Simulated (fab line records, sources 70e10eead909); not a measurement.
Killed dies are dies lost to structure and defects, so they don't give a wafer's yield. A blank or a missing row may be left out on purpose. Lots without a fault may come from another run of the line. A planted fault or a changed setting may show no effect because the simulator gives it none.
Which tool did it? | flow nand_harc | 13 lots, 38 wafers sampled, at 3 steps of a route of 1302

WHAT THE GAUGES READ, wafer by wafer
NHARC_A_ONON_D2_THK_MEAS_02: measures by ellipsometry.
lot  | measured     | on            | thk_nm (nm)
L258 | day 12 13:44 | film_metro-01 | 1007 1006 1007
L259 | day 12 23:46 | film_metro-02 | 1002 1001 1000
L260 | day 12 23:48 | film_metro-02 | 994 993 994
L261 | day 13 15:12 | film_metro-01 | 1001 1002 1002
L263 | day 14 11:01 | film_metro-02 | 1004 1006 1004
L262 | day 14 11:13 | film_metro-01 | 1020 1021 1019
L265 | day 15 09:10 | film_metro-01 | 998 997 1000
L266 | day 16 01:35 | film_metro-01 | 986 986 985
L274 | day 18 23:46 | film_metro-02 | 675 676
L278 | day 20 23:37 | film_metro-01 | 992 994 994
L279 | day 21 04:30 | film_metro-01 | 985 988 987
L280 | day 21 16:56 | film_metro-01 | 1007 1008 1008
L281 | day 21 17:06 | film_metro-01 | 1012 1013 1014

NHARC_END_SORT_01.
lot  | measured     | on        | killed_at_array | killed_at_other | killed_at_periphery | killed_dies | killed_open | killed_short
L258 | day 24 06:38 | prober-02 | 37 50 36        | 1 0 1           | 9 7 8               | 47 57 45    | 0 6 4       | 1 3 1
L261 | day 25 10:31 | prober-02 | 68 75 71        | 3 4 2           | 4 3 3               | 75 82 76    | 3 1 2       | 2 1 2
L263 | day 26 01:29 | prober-02 | 46 37 42        | 0 0 1           | 2 4 6               | 48 41 49    | 5 6 5       | 2 3 4
L262 | day 25 16:46 | prober-01 | 81 83 85        | 2 1 2           | 4 4 3               | 87 88 90    | 2 8 2       | 2 2 3
L274 | day 30 10:27 | prober-02 | 672 670         | 1 0             | 4 7                 | 677 677     | 1 4         | 4 0

WHICH TOOL RAN EACH LOT (tool, then ch and the chambers of the sampled wafers, then the start)
lot  | NHARC_A_ONON_D2_DEP_00
L258 | pecvd_onon-03 ch 0, day 12 13:17
L259 | pecvd_onon-02 ch 0, day 12 23:19
L260 | pecvd_onon-03 ch 0, day 12 23:21
L261 | pecvd_onon-02 ch 0, day 13 14:41
L263 | pecvd_onon-03 ch 0, day 14 10:34
L262 | pecvd_onon-02 ch 0, day 14 10:43
L265 | pecvd_onon-03 ch 0, day 15 08:39
L266 | pecvd_onon-03 ch 0, day 16 01:08
L274 | pecvd_onon-03 ch 0, day 18 23:19
L278 | pecvd_onon-02 ch 0, day 20 23:14
L279 | pecvd_onon-02 ch 0, day 21 03:59
L280 | pecvd_onon-03 ch 0, day 21 16:29
L281 | pecvd_onon-02 ch 0, day 21 16:43
- NHARC_A_ONON_D2_DEP_00: target thk 1000 nm.

WHAT THE TOOLS THEMSELVES READ (means of the sampled wafers that have a number; where no wafer has one, the mark that the record gives instead)
NHARC_A_ONON_D2_DEP_00.
lot  | tool          | n2o_flow_sccm (sccm) | susceptor_temp_C (C)
L258 | pecvd_onon-03 | 2001                 | 400.17
L259 | pecvd_onon-02 | 2000                 | 400.25
L260 | pecvd_onon-03 | 2004                 | 399.98
L261 | pecvd_onon-02 | 2002                 | 399.96
L263 | pecvd_onon-03 | 1987                 | 399.98
L262 | pecvd_onon-02 | 1996                 | 400.30
L265 | pecvd_onon-03 | 1996                 | 400.23
L266 | pecvd_onon-03 | 2007                 | 400.00
L274 | pecvd_onon-03 | 1996                 | 399.89
L278 | pecvd_onon-02 | 1996                 | 400.26
L279 | pecvd_onon-02 | 2006                 | 400.06
L280 | pecvd_onon-03 | 2003                 | 399.95
L281 | pecvd_onon-02 | 2005                 | 400.01

THE ANSWER, worked out from the rows above alone
Rule: what is usual is taken from the lots themselves. Put in order of their means at a reading, lots are off if they are a third of the lots or fewer, leave a main group of 4 or more, and stand apart from it by a gap of 3 or more times the standard deviation of the main group's means; of several such gaps the widest counts. A main group whose means are all the same, to the digits that the tables above print for the reading, isn't used. A lot without any number at a reading at which 4 lots or more have one is off too. The other lots that the step has rows for count as sound. The gauges are gone through in route order, then the tools' own readings, and for those a lot's mean is taken as printed above. The first step at which some lot is off is used, and at that step the reading that is off furthest; a lot without a number counts as furthest.
Off: L274, at NHARC_A_ONON_D2_THK_MEAS_02 (thk_nm). The main group: mean 1001 nm, standard deviation 9.8.
A tool fits if, at a process step before that reading, it ran every lot that is off, and no sound lot after the first of them. The gauges at NHARC_A_ONON_D2_THK_MEAS_02 aren't tried: what is off there is off at NHARC_END_SORT_01 too, on other tools, and a gauge's error can't cause that. None of those tried fits.

WHAT THE SIMULATOR HAD PUT IN
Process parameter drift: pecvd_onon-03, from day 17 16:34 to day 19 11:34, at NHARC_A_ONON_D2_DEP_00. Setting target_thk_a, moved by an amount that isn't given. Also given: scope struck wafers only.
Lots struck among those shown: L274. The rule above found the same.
